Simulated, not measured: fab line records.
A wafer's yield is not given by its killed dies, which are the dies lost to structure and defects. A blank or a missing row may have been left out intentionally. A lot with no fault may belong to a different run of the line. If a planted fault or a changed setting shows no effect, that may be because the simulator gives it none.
Chamber matching / flow n5-finfet / N5_SD_EPI_N_ETCH_45 on rie-diel-05 has 4 sister chambers
The step etches SiOCN in CH3F/O2, target depth 6 nm. 4 wafers are shown with their chamber, then 8 later ones without.

== WAFERS, EACH WITH ITS CHAMBER ==
wafer=L263.5; chamber=1; showerhead-plenum-p-Torr (Torr)=1.97
wafer=L263.6; chamber=0; showerhead-plenum-p-Torr (Torr)=2.06
wafer=L265.6; chamber=3; showerhead-plenum-p-Torr (Torr)=1.97
wafer=L267.1; chamber=2; showerhead-plenum-p-Torr (Torr)=2.07

== WAFERS WITHOUT THEIR CHAMBER ==
wafer=L267.2; showerhead-plenum-p-Torr (Torr)=1.97
wafer=L267.6; showerhead-plenum-p-Torr (Torr)=2.07
wafer=L268.1; showerhead-plenum-p-Torr (Torr)=1.97
wafer=L268.3; showerhead-plenum-p-Torr (Torr)=1.97
wafer=L268.4; showerhead-plenum-p-Torr (Torr)=2.05
wafer=L282.2; showerhead-plenum-p-Torr (Torr)=1.96
wafer=L282.5; showerhead-plenum-p-Torr (Torr)=2.04
wafer=L282.6; showerhead-plenum-p-Torr (Torr)=1.96

== WHICH CHAMBER EACH ONE RAN IN ==
wafer=L267.2; from the rows above=can't be placed: 1 or 3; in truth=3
wafer=L267.6; from the rows above=can't be placed: 2 or 0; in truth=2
wafer=L268.1; from the rows above=can't be placed: 1 or 3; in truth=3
wafer=L268.3; from the rows above=can't be placed: 1 or 3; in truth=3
wafer=L268.4; from the rows above=can't be placed: 0 or 2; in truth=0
wafer=L282.2; from the rows above=can't be placed: 1 or 3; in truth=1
wafer=L282.5; from the rows above=can't be placed: 0 or 2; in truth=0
wafer=L282.6; from the rows above=can't be placed: 1 or 3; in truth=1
Correctly placed: 0 of 8. Not placeable from these rows: 8 (in 8, the candidates include the true chamber). Wrongly placed: 0.
How it was worked out, from the rows above alone: a wafer's distance from a chamber is the root of the sum, over the readings, of the square of ((its reading less the chamber's mean) divided by the reading's scatter). The wafer belongs to the nearest chamber; if the next one is less than 2 further off, it can't be placed. Each chamber's mean is taken over the wafers shown for it. The scatter: with one shown wafer a chamber, the root of the mean of the squares of how far each hidden wafer lies from its nearest shown one.
